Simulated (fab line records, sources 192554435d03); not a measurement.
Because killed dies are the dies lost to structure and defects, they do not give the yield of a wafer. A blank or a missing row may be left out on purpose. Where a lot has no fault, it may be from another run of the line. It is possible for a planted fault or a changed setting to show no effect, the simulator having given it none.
Struck lot and sound lot, side by side -- flow n5_finfet -- 15 steps out of a route of 1938
Sound: the wafers L421.2, L421.3, L421.5. Struck: wafers L437.1, L437.3, L437.4. The cause is given at the end.
At each step with rows: each side's tool, then ch and its chambers, then its first start. Under that, the readings that differ: sound wafers -- struck wafers -- difference of the means -- sigmas: that difference in standard deviations of wafers without a fault.
alike: a reading whose means differ by less than 2 such deviations, as well as words and numbers matching on both sides. not compared: withheld readings; readings where some wafer has no value; bounds like >300 that might hide an equal value; numbers whose values overlap and for which the record gives no deviation.
Wherever a step has rows on one side only, a row that says differs or no value, or a row with sigmas, the two part there. When numbers do not overlap yet have no deviation, they are printed without sigmas and do not part them. Lack of a reading on every wafer of one side parts them only where that side has two or more wafers.

first, 7 steps without rows for these wafers: N5_BEOL_M8_COAT_71 (time 60 s, resist thk 5 nm); N5_BEOL_M8_COAT_22 (resist thk 30 nm); N5_BEOL_M8_EBR_24; N5_BEOL_M8_SOFTBAKE_23 (time 60 s); N5_BEOL_M8_EXPOSE_25 (exposes mask V7, target cd 40 nm); N5_BEOL_M8_PEB_26 (peb time 60 s); N5_BEOL_M8_DEVELOP_27 (develop time 30 s).
N5_BEOL_M8_CD_MEAS_28: the cd target is 40 nm.
  sound on cd_sem-02 ch 0, day 8 23:35; struck on cd_sem-01 ch 0, day 13 11:26
  alike: cd_nm
N5_BEOL_M8_OVL_MEAS_29:
  sound on overlay-01 ch 0, day 8 23:38; struck on overlay-02 ch 0, day 13 11:28
  alike: V7_OVL
N5_BEOL_M8_INSPECT_30: inspects for defects (brightfield).
  sound: defect_inspect-01 at day 8 23:41; struck: defect_inspect-02 at day 13 11:32
  alike: raw_defect_count
N5_BEOL_M8_DESCUM_33: chemistry O2, time 7 s.
  sound on rie_diel-02 ch 0,2,3, day 8 23:43; struck on rie_diel-02 ch 0,1,3, day 13 11:34
  alike: drypump_motor_current_A, oes_product_au, rf_fwd_power_W, rf_vpp_V, showerhead_plenum_p_Torr, throttle_valve_pct
  not compared: rf_hours_counter_h
N5_BEOL_M8_ETCH_72: etches underlayer in N2/H2, target depth 6.5 nm, time 5.2 s.
  sound on rie_diel-02 ch 0,2,3, day 8 23:45; struck on rie_diel-02 ch 0,1,3, day 13 11:36
  alike: drypump_motor_current_A, etch_rf_on_time_s, oes_product_au, rf_fwd_power_W, rf_vpp_V, showerhead_plenum_p_Torr, throttle_valve_pct
  not compared: rf_hours_counter_h
N5_BEOL_M8_ETCH_65: etches SiARC in CF4, target depth 15.6 nm, time 26 s.
  sound on rie_diel-02 ch 0,2,3, day 8 23:46; struck on rie_diel-02 ch 0,1,3, day 13 11:37
reading,sound,struck,difference,sigmas
etch_rf_on_time_s (s),25.1 25.2 25.2,20.9 20.9 20.6,-4.4,-7
rf_fwd_power_W (W),532.6 531.4 530.4,662.3 658.5 662.3,+129.6,+76
rf_vpp_V (V),183.8 184.2 184.6,170.7 170.4 171.8,-13.2,-11
  alike: drypump_motor_current_A, oes_product_au, showerhead_plenum_p_Torr, throttle_valve_pct
  not compared: rf_hours_counter_h
N5_BEOL_M8_ETCH_66: etches SOC in N2/H2, target depth 80 nm, overetch 16 nm, time 120 s.
  sound on rie_diel-02 ch 0,2,3, day 8 23:48; struck on rie_diel-02 ch 0,1,3, day 13 11:38
  alike: drypump_motor_current_A, oes_product_au, rf_fwd_power_W, rf_vpp_V, showerhead_plenum_p_Torr, throttle_valve_pct
  not compared: rf_hours_counter_h
-- the record jumps here: 3 days lie between the struck wafers' starts before and after (it left off in module BEOL_M8 and takes up again in module PASSIVATION, whose first step shown is number 1936 of the route) --
N5_PASSIVATION_PROBE_49:
  rows exist in the record for the struck wafers here (prober-02, day 16 08:13), but not for the sound ones

== WHERE THEY PART ==
At N5_BEOL_M8_ETCH_65 first; at N5_PASSIVATION_PROBE_49 last (within this record only).

WHY: what had been put in by the simulator
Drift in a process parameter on rie_diel-02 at N5_BEOL_M8_ETCH_65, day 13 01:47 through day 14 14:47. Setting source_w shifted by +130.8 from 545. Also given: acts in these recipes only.
